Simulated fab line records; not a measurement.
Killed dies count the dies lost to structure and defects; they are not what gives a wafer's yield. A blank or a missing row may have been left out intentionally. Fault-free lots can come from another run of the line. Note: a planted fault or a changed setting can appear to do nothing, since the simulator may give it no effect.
The tool behind it: which one?    flow nand-harc    24 lots, 72 wafers sampled, at 3 steps of a route of 1302

## WHAT THE GAUGES SHOWED, per wafer
NHARC_A_CONTACT_OVL_MEAS_70. Usual: overlay-x-nm 0.2 nm, standard deviation 0.89; overlay-y-nm -0.1 nm, standard deviation 0.7.
lot   measured      on          overlay-x-nm (nm)  overlay-y-nm (nm)  flag
L074  day 21 17:53  overlay-02  -1.8 -1.9 -1.1     -0.9 -0.8 -0.6     
L076  day 22 01:55  overlay-01  -0.1 0.2 -0.3      0.8 0.5 0.6        
L075  day 22 08:10  overlay-01  0.5 1.1 1.2        -0.8 -1.1 -1.4     
L078  day 22 22:13  overlay-02  -1.3 -0.8 -0.9     -0.1 -0.1 0.1      
L077  day 22 22:43  overlay-02  0.0 -0.3 -0.2      0.2 -0.4 -0.4      
L079  day 23 07:37  overlay-02  1.6 1.3 1.1        -0.7 -0.2 -0.2     
L081  day 24 18:58  overlay-01  -1.2 -1.1 -0.5     0.0 -0.5 -0.2      
L080  day 25 09:19  overlay-02  -0.4 -0.1 0.3      0.8 0.3 0.6        
L083  day 25 16:14  overlay-02  -0.7 -0.3 -0.2     -0.2 -0.6 -0.3     
L082  day 25 19:24  overlay-02  1.3 1.6 1.3        0.3 0.5 0.3        
L084  day 25 23:01  overlay-01  0.1 0.2 0.4        1.2 0.9 1.3        
L085  day 26 11:07  overlay-02  -0.3 0.1 -0.3      -1.1 -1.6 -0.7     
L086  day 27 03:46  overlay-02  0.2 0.8 0.8        0.7 0.4 0.3        
L087  day 27 04:53  overlay-02  0.7 0.8 1.0        0.9 0.5 1.0        
L088  day 27 19:02  overlay-01  -1.1 -0.3 -0.2     1.0 1.5 0.6        
L089  day 27 22:13  overlay-02  0.2 0.6 0.6        0.3 0.0 -0.7       
L091  day 28 07:34  overlay-01  1.1 1.0 1.5        0.2 -0.5 0.0       
L090  day 28 17:02  overlay-02  0.2 0.0 0.6        -0.9 -1.3 -1.3     
L092  day 29 09:29  overlay-02  0.3 0.3 0.1        -0.2 0.1 -0.2      
L093  day 29 22:32  overlay-02  -1.4 -1.2 -1.2     0.0 0.5 0.3        
L094  day 31 01:44  overlay-01  -0.5 -0.3 -0.1     0.7 0.5 0.6        
L096  day 31 04:58  overlay-01  -0.7 -0.5 -0.7     -0.8 -1.0 -0.7     
L097  day 31 05:38  overlay-02  0.9 1.1 0.2        -1.7 -0.4 -0.2     
L095  day 31 09:56  overlay-02  2.5 1.6 1.8        -0.4 0.4 -0.1      

## TOOL THAT RAN EACH LOT (tool first, then ch and the chambers of the sampled wafers, then the start)
lot   NHARC_A_CONTACT_ETCH_113              NHARC_A_CONTACT_ETCH_114
L074  har-cap-etch-03 ch 0,1, day 21 06:07  har-cap-etch-03 ch 0,1, day 21 06:18
L076  har-cap-etch-03 ch 0,1, day 21 16:59  har-cap-etch-03 ch 0,1, day 21 17:10
L075  har-cap-etch-02 ch 0,1, day 22 00:14  har-cap-etch-02 ch 0,1, day 22 00:25
L078  har-cap-etch-03 ch 0,1, day 22 10:25  har-cap-etch-03 ch 0,1, day 22 10:35
L077  har-cap-etch-01 ch 0,1, day 22 10:57  har-cap-etch-01 ch 0,1, day 22 11:11
L079  har-cap-etch-01 ch 1, day 22 22:41    har-cap-etch-01 ch 1, day 22 22:55
L081  har-cap-etch-03 ch 0,1, day 24 11:02  har-cap-etch-03 ch 0,1, day 24 11:12
L080  har-cap-etch-01 ch 0,1, day 24 22:10  har-cap-etch-01 ch 0,1, day 24 22:20
L083  har-cap-etch-03 ch 0,1, day 25 08:14  har-cap-etch-03 ch 0,1, day 25 08:25
L082  har-cap-etch-01 ch 0,1, day 25 09:26  har-cap-etch-01 ch 0,1, day 25 09:36
L084  har-cap-etch-03 ch 0,1, day 25 14:22  har-cap-etch-03 ch 0,1, day 25 14:32
L085  har-cap-etch-03 ch 0,1, day 26 02:04  har-cap-etch-03 ch 0,1, day 26 02:14
L086  har-cap-etch-01 ch 0,1, day 26 20:02  har-cap-etch-01 ch 0,1, day 26 20:12
L087  har-cap-etch-03 ch 0,1, day 26 20:59  har-cap-etch-03 ch 0,1, day 26 21:10
L088  har-cap-etch-02 ch 0,1, day 27 11:14  har-cap-etch-02 ch 0,1, day 27 11:25
L089  har-cap-etch-01 ch 0,1, day 27 12:10  har-cap-etch-01 ch 0,1, day 27 12:20
L091  har-cap-etch-01 ch 0,1, day 27 23:31  har-cap-etch-01 ch 0,1, day 27 23:41
L090  har-cap-etch-01 ch 0,1, day 28 09:06  har-cap-etch-01 ch 0,1, day 28 09:16
L092  har-cap-etch-03 ch 0,1, day 28 19:26  har-cap-etch-03 ch 0,1, day 28 19:37
L093  har-cap-etch-03 ch 0,1, day 29 14:44  har-cap-etch-03 ch 0,1, day 29 14:54
L094  har-cap-etch-01 ch 0,1, day 30 16:40  har-cap-etch-01 ch 0,1, day 30 16:50
L096  har-cap-etch-02 ch 0,1, day 30 18:49  har-cap-etch-02 ch 0,1, day 30 18:59
L097  har-cap-etch-03 ch 0,1, day 30 19:43  har-cap-etch-03 ch 0,1, day 30 19:53
L095  har-cap-etch-01 ch 0,1, day 31 00:48  har-cap-etch-01 ch 0,1, day 31 00:58
- NHARC_A_CONTACT_ETCH_113: etches the open film in C4F8/O2/Ar, time 190 s, target depth 1850 nm.
- NHARC_A_CONTACT_ETCH_114: etches the open film in C4F8/O2/Ar, time 190 s, target depth 1850 nm.

## AS READ BY THE TOOLS THEMSELVES (means over the sampled wafers that have a number; for cases with no such wafer, the mark the record gives instead)
The record holds no such reading with a usual standard deviation.

## THE ANSWER, worked out from the rows above alone
Rule: a lot counts as off when the mean over its wafers that have a number is more than 3 standard deviations away from the usual mean. A lot without any number at a reading at which 4 lots or more have one is off too. Any other lot the step has rows for is counted as sound. Order of review: gauges by route order, followed by the tools' own readings, for which a lot's mean as printed above is used. At the first step where some lot is off, the reading lying furthest off is the one used; lots without a number count as furthest.
No lot is off at any reading shown: from this, nothing can be told.

## WHAT THE SIMULATOR PUT IN
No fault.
